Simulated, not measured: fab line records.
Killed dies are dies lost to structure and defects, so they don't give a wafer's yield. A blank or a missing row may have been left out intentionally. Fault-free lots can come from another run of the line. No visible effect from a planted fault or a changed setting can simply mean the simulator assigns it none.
Split-lot experiment + flow n5_finfet + 21 wafers read from 7 lots, route of 1938 steps

SPLIT DETAILS
At N5_ZERO_LAYER_EXPOSE_08 (exposes mask ZERO, defocus 0 nm, target cd 2000 nm), the setting dose_mj was moved away from the recipe's 16.2 on 6 of the 21 wafers read, by +3.0% to +6.0%. All remaining wafers had this setting at the recipe value.

FROM THE SPLIT TO THE READING: what the file shows between them, 3 steps
- N5_ZERO_LAYER_PEB_09
- N5_ZERO_LAYER_DEVELOP_10: develop time 60 s
- N5_ZERO_LAYER_HARDBAKE_23: time 120 s

THE READING
Shown in nm: cd_nm at N5_ZERO_LAYER_CD_MEAS_11, with target cd 2000 nm. Fault-free wafers of this fab line usually give 2000.7 nm, standard deviation 1.9 nm.

| wafer  | tool, chamber at the split | dose_mj as run | against the recipe | cd_nm, nm | against lot-mates on the recipe |
|--------|----------------------------|----------------|--------------------|-----------|---------------------------------|
| L077.2 | krf_scanner-01, 0          | 16.2           | recipe             | 2002.5    | -                               |
| L077.3 | krf_scanner-01, 0          | 16.76          | +3.5%              | 2009.9    | +7.4                            |
| L077.4 | krf_scanner-01, 0          | 16.76          | +3.5%              | 2009.2    | +6.7                            |
| L078.2 | krf_scanner-02, 0          | 16.2           | recipe             | 2000.8    | -                               |
| L078.5 | krf_scanner-02, 0          | 16.2           | recipe             | 2002.1    | -                               |
| L078.6 | krf_scanner-02, 0          | 16.2           | recipe             | 1998.3    | -                               |
| L082.1 | krf_scanner-02, 0          | 16.69          | +3.0%              | 2006.0    | +7.4                            |
| L082.2 | krf_scanner-02, 0          | 16.2           | recipe             | 1998.6    | -                               |
| L082.5 | krf_scanner-02, 0          | 16.69          | +3.0%              | 2005.0    | +6.4                            |
| L088.1 | krf_scanner-01, 0          | 16.2           | recipe             | 2002.9    | -                               |
| L088.3 | krf_scanner-01, 0          | 16.2           | recipe             | 2001.0    | -                               |
| L088.4 | krf_scanner-01, 0          | 16.2           | recipe             | 2003.4    | -                               |
| L089.2 | krf_scanner-01, 0          | 17.01          | +5.0%              | 2007.8    | +6.9                            |
| L089.3 | krf_scanner-01, 0          | 16.2           | recipe             | 1999.4    | -                               |
| L089.4 | krf_scanner-01, 0          | 16.2           | recipe             | 2002.4    | -                               |
| L094.1 | krf_scanner-01, 0          | 16.2           | recipe             | 1998.1    | -                               |
| L094.2 | krf_scanner-01, 0          | 16.2           | recipe             | 1999.0    | -                               |
| L094.3 | krf_scanner-01, 0          | 16.2           | recipe             | 2002.6    | -                               |
| L096.1 | krf_scanner-01, 0          | 16.2           | recipe             | 1999.5    | -                               |
| L096.2 | krf_scanner-01, 0          | 16.2           | recipe             | 2001.8    | -                               |
| L096.3 | krf_scanner-01, 0          | 17.18          | +6.0%              | 2012.8    | +12.1                           |

FIT RESULTS
A straight line over all 21 wafers: cd_nm changes by +1.88 nm for each +1% of dose_mj; r = +0.90; the points scatter about the line by 1.9 nm.
The same after taking each lot's own level away (the mean of its wafers on the recipe; 21 wafers): +1.9 nm for each +1%; r = +0.93; scatter 1.5 nm.
Per that fit: largest dose_mj move, reading shift of 11 nm.
The lots' own levels span 1998.60 to 2002.50 nm, that is 2.1 times the standard deviation above.
So the lot-to-lot level changes the slope little: the two slopes agree.
Check: +11.2 nm against its lot-mates is what the line predicts for one of the wafers moved furthest among these (+6.0%) when that wafer is left out of the fit. It came out at +12.1 nm against them.

THE FILE'S OWN FIT
cd_nm changes by +1.84 nm for each +1% of dose_mj, r = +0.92.
